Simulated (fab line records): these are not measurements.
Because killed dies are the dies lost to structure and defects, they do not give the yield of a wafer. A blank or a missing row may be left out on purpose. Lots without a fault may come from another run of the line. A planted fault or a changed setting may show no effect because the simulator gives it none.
Struck lot and sound lot, side by side | flow nand harc | 15 out of 1302 route steps
Sound: wafers L848.1, L848.2, L848.4. The struck wafers were L859.1, L859.4, L859.5. Last of all comes the cause.
Each step with rows lists, per side, the tool, then ch with its chambers, then its first start. Under that, the readings that differ: sound wafers | struck wafers | difference of the means | sigmas: that difference in standard deviations of wafers without a fault.
alike: a reading whose means differ by less than 2 such deviations, as well as words and numbers matching on both sides. not compared: withheld readings; readings where some wafer has no value; bounds like >300 that might hide an equal value; numbers whose values overlap and for which the record gives no deviation.
A row with sigmas, a row that says differs or no value, or rows on one side alone: a step with any of these is where the two part. When numbers do not overlap yet have no deviation, they are printed without sigmas and do not part them. A reading that every wafer of one side lacks parts them only if that side has two wafers or more.

first, 6 steps without rows for these wafers: NHARC_A_CONTACT_COAT_63 (resist thk 90 nm); NHARC_A_CONTACT_SOFTBAKE_64 (time 55 s); NHARC_A_CONTACT_EBR_65; NHARC_A_CONTACT_EXPOSE_66 (exposes mask A CC 2); NHARC_A_CONTACT_PEB_67 (peb time 65 s); NHARC_A_CONTACT_DEVELOP_68 (develop time 35 s).
NHARC_A_CONTACT_CD_MEAS_69: the cd target is 300 nm.
  sound on cd sem-01 ch 0, day 22 12:25; struck on cd sem-02 ch 0, day 26 17:53
  alike: cd nm
NHARC_A_CONTACT_OVL_MEAS_70:
  sound: overlay-02 at day 22 12:31; struck: overlay-01 at day 26 17:58
  alike: overlay x nm, overlay y nm
NHARC_A_CONTACT_INSPECT_71:
  sound: defect inspect-02 at day 22 12:32; struck: defect inspect-01 at day 26 18:01
  alike: raw defect count
NHARC_A_CONTACT_DESCUM_74: chemistry O2, time 3 s.
  sound on rie diel-13 ch 0,1,3, day 22 12:37; struck on rie diel-03 ch 0,1,2, day 26 18:05
  alike: drypump motor current A, mfc ar sccm, o2 flow sccm, oes product au, rf vpp V, showerhead plenum p Torr, throttle valve pct
  not compared: rf hours counter h
NHARC_A_CONTACT_ETCH_75: etches the open film in CF4, target depth 39 nm, time 65 s.
  sound on rie diel-13 ch 0,1,3, day 22 12:42; struck on rie diel-03 ch 0,1,3, day 26 18:10
  alike: drypump motor current A, mfc ar sccm, oes product au, rf fwd power W, rf vpp V, showerhead plenum p Torr, throttle valve pct
  not compared: rf hours counter h
NHARC_A_CONTACT_ETCH_76: etches the open film in N2/H2, target depth 260 nm, time 475.3 s.
  sound: rie diel-13 ch 0,1,3; struck: rie diel-03 ch 0,2,3
  alike: drypump motor current A, mfc ar sccm, oes product au, rf fwd power W, rf vpp V, showerhead plenum p Torr, throttle valve pct
  not compared: rf hours counter h
NHARC_A_CONTACT_ETCH_77: etches the open film in CF4/CHF3, target depth 108.9 nm, time 54.5 s.
  sound on rie diel-13 ch 0,2,3, day 22 13:08; struck on rie diel-03 ch 1,2,3, day 26 18:37
  reading               | sound             | struck            | difference | sigmas
  oes product au (a.u.) | 0.965 0.964 0.959 | 0.828 0.821 0.810 | -0.143     | -7
  alike: drypump motor current A, mfc ar sccm, rf fwd power W, rf vpp V, showerhead plenum p Torr, throttle valve pct
  not compared: rf hours counter h
NHARC_A_CONTACT_ETCH_78: etches the open film in O2/COS, target depth 5300 nm, time 1378 s.
  sound: rie diel-13 ch 0,1,2; struck: rie diel-03 ch 0,1,2
  alike: drypump motor current A, mfc ar sccm, o2 flow sccm, oes product au, rf fwd power W, rf vpp V, showerhead plenum p Torr, throttle valve pct
  not compared: rf hours counter h
-- jump in the record: it breaks off in module A_CONTACT and resumes in module END (first step shown: number 1302 of the route), and 3 days separate the struck wafers' starts before and after --
NHARC_END_SORT_01:
  sound on prober-01 ch 0, day 24 18:22; struck on prober-02 ch 0, day 29 09:25
  reading         | sound    | struck      | difference | sigmas
  killed at array | 69 76 62 | 127 152 138 | +70        | +3
  killed dies     | 71 81 66 | 128 155 139 | +68        | +3
  alike: killed at other, killed at periphery, killed open, killed short

== WHERE THEY PART ==
At NHARC_A_CONTACT_ETCH_77 first; at NHARC_END_SORT_01 last (within this record only).

WHY: what the simulator had put in
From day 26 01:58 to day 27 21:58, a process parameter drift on rie diel-03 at NHARC_A_CONTACT_ETCH_77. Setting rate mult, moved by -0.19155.
